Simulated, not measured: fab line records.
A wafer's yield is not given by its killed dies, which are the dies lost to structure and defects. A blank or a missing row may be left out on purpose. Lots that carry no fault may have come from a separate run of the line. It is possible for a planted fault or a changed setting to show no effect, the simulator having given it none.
8D (eight disciplines) problem report, filled in by code + flow nand_harc + the parts of the form that need people (team, actions taken, sign-off) are left out

## 1. THE ISSUE
oes_product_au at NHARC_A_SLIT_ETCH_29 reads a mean of 0.921 a.u. on 1 wafer of 1 lot; wafers without a fault read 0.996 a.u. with a standard deviation of 0.012. That is -6.2 standard deviations from the usual mean.
The step: etches the open film in CF4/O2, target depth 100 nm, overetch 10 nm, time 55 s.
First seen on wafer L850.3, day 23 11:40, on rie_diel-08. At this step, 39 wafers from 13 lots have a number in the record. Rule for "out" (also "out of limits"): further than 4 standard deviations from the usual mean. Any other wafer with a number is counted as sound.

## 2. WHAT IT IS, AND WHAT IT ISN'T
| question                    | is                | is not                                                                                                   |
|-----------------------------|-------------------|----------------------------------------------------------------------------------------------------------|
| which readings at this step | oes_product_au    | drypump_motor_current_A, oes_ar_750_au, rf_vpp_V, showerhead_plenum_p_Torr, throttle_valve_pct           |
| which lots                  | L850              | L842, L843, L846, L848, L849, L858, L860, L861, L862, L863, L864, L865                                   |
| which wafers of those lots  | L850.3            | L850.2, L850.5                                                                                           |
| read on which tools         | rie_diel-08       | rie_diel-06, rie_diel-13                                                                                 |
| when                        | from day 23 11:40 | up to then (17 sound wafers); but 21 sound wafers of L858, L860, L861, L862, L863, L864, L865 came after |

## 3. SUSPECTS, AND WHAT RULES EACH OUT
Counting: any tool at a process step up to the reading remains a suspect provided it ran every lot that is out. Sound lots after the first of them don't rule it out here, since some wafers of a struck lot are sound.
- rie_diel-10 at NHARC_A_STAIRCASE_ETCHBACK_422 (etches the open film in CH3F/O2, target depth 40 nm, time 74.286 s): kept. It ran the lot that is out, L850 (day 22 15:12).
- rie_diel-08 at NHARC_A_SLIT_ETCH_29 (etches the open film in CF4/O2, target depth 100 nm, overetch 10 nm, time 55 s): kept. It ran the lot that is out, L850 (day 23 11:40); its last sound lot up to then is L849 (day 22 22:16). Its own oes_product_au readings are out on those wafers.
- Within rie_diel-10 at NHARC_A_STAIRCASE_ETCHBACK_422: the wafers that are out ran in chamber 1; their sound lot-mates ran in chamber 0.
- In rie_diel-08 at NHARC_A_SLIT_ETCH_29, the wafers that are out were processed in chamber 0 and their sound lot-mates in chambers 1, 3.
Left after counting: rie_diel-10 at NHARC_A_STAIRCASE_ETCHBACK_422, rie_diel-08 at NHARC_A_SLIT_ETCH_29.

## 4. THE CAUSE (what the simulator had put in)
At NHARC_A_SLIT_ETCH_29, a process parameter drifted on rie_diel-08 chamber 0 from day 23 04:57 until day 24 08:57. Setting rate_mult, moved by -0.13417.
This tool is one of the 2 suspects left after counting.

## 5. THE EFFECT CHAIN, in route order
Rows list readings where the struck wafers' mean (over those with a number) sits beyond 3 standard deviations from the usual. Readings are gone through only where the record gives a usual standard deviation; hours: the median, over the lots, of the time from a lot's start at the first step in this table giving one to that lot's start at this step; sigmas: the change measured in usual standard deviations.
| hours | step                 | reading        | usual      | on struck wafers | change | sigmas |
|-------|----------------------|----------------|------------|------------------|--------|--------|
| 0     | NHARC_A_SLIT_ETCH_29 | oes_product_au | 0.996 a.u. | 0.921            | -0.075 | -6.2   |
Here are the process steps it includes:
- NHARC_A_SLIT_ETCH_29: etches the open film in CF4/O2, target depth 100 nm, overetch 10 nm, time 55 s.

## 6. HOW IT WOULD HAVE BEEN CAUGHT EARLIER
In this record the first reading out of limits was taken at day 23 11:40, 7 hours after the fault began at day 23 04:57.
